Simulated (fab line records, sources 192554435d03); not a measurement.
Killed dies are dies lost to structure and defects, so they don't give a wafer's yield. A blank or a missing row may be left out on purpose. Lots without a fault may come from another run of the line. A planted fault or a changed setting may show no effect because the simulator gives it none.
Split-lot experiment | flow n5_finfet | 7 lots, 21 wafers read, on a route of 1938 steps

THE SPLIT
At N5_BEOL_M15_EXPOSE_07 (exposes mask V14), the setting dose_mj was moved away from the recipe's 41.25 on 10 of the 21 wafers read, by -7.0% to +7.4%. The other wafers ran this setting at the recipe's value.

FROM THE SPLIT TO THE READING: what the file shows between them, 6 steps
- N5_BEOL_M15_PEB_08: peb time 90 s
- N5_BEOL_M15_DEVELOP_09: develop time 45 s
- N5_BEOL_M15_HARDBAKE_14: time 120 s
- N5_BEOL_M15_CD_MEAS_10: target cd 360 nm
- N5_BEOL_M15_STRIP_65: strips in post etch residue remover, time 60 s
- N5_BEOL_M15_SRD_66: time 30 s, dry time 30 s

THE READING
cd_nm, in nm, at N5_BEOL_M15_CD_MEAS_17 (target cd 360 nm). Fault-free wafers of this fab line usually give 361.0 nm, standard deviation 1.6 nm.

wafer  | tool, chamber at the split | dose_mj as run | against the recipe | cd_nm, nm | against lot-mates on the recipe
L078.1 | krf_scanner-01, 0          | 43.46          | +5.4%              | 368.0     | +9.3
L078.3 | krf_scanner-01, 0          | 41.25          | recipe             | 358.7     | -
L078.6 | krf_scanner-01, 0          | 43.46          | +5.4%              | 364.4     | +5.7
L079.1 | krf_scanner-01, 0          | 38.35          | -7.0%              | 346.8     | -12.5
L079.3 | krf_scanner-01, 0          | 41.25          | recipe             | 359.3     | -
L079.6 | krf_scanner-01, 0          | 38.35          | -7.0%              | 346.6     | -12.7
L081.3 | krf_scanner-02, 0          | 39.66          | -3.9%              | 357.7     | no lot-mate on the recipe
L081.5 | krf_scanner-02, 0          | 39.66          | -3.9%              | 356.0     | no lot-mate on the recipe
L081.6 | krf_scanner-02, 0          | 39.66          | -3.9%              | 355.8     | no lot-mate on the recipe
L088.1 | krf_scanner-02, 0          | 41.25          | recipe             | 363.3     | -
L088.3 | krf_scanner-02, 0          | 41.25          | recipe             | 362.8     | -
L088.4 | krf_scanner-02, 0          | 41.25          | recipe             | 362.6     | -
L090.2 | krf_scanner-02, 0          | 41.25          | recipe             | 359.4     | -
L090.4 | krf_scanner-02, 0          | 41.25          | recipe             | 362.8     | -
L090.5 | krf_scanner-02, 0          | 41.25          | recipe             | 361.1     | -
L092.1 | krf_scanner-01, 0          | 41.25          | recipe             | 361.1     | -
L092.3 | krf_scanner-01, 0          | 41.25          | recipe             | 360.1     | -
L092.5 | krf_scanner-01, 0          | 44.29          | +7.4%              | 372.7     | +12.1
L095.1 | krf_scanner-02, 0          | 40.41          | -2.0%              | 357.6     | -3.5
L095.3 | krf_scanner-02, 0          | 41.25          | recipe             | 361.1     | -
L095.6 | krf_scanner-02, 0          | 40.41          | -2.0%              | 358.4     | -2.7

THE FIT
A straight line over all 21 wafers: cd_nm changes by +1.53 nm for each +1% of dose_mj; r = +0.94; the points scatter about the line by 2.1 nm.
The same after taking each lot's own level away (the mean of its wafers on the recipe; 18 wafers): +1.64 nm for each +1%; r = +0.99; scatter 1.1 nm.
On that fit, the largest move of dose_mj shifts the reading by 12 nm.
The lots' own levels span 358.70 to 362.90 nm, that is 2.6 times the standard deviation above.
So the lot-to-lot level changes the slope little: the two slopes agree.
Check: with one of the wafers moved furthest among these (+7.4%) left out of the fit, the line predicts +11.8 nm for it against its lot-mates. It came out at +12.1 nm against them.

THE WHOLE CHAIN: every reading that the file lists as answering this split, in the file's order
step                   | what it does     | reading | change (the file's fit)              | r (the file's)
N5_BEOL_M15_CD_MEAS_10 | target cd 360 nm | cd_nm   | +1.61 nm for each +1% of the setting | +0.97
N5_BEOL_M15_CD_MEAS_17 | target cd 360 nm | cd_nm   | +1.64 nm for each +1% of the setting | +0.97

THE FILE'S OWN FIT
cd_nm changes by +1.64 nm for each +1% of dose_mj, r = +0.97.
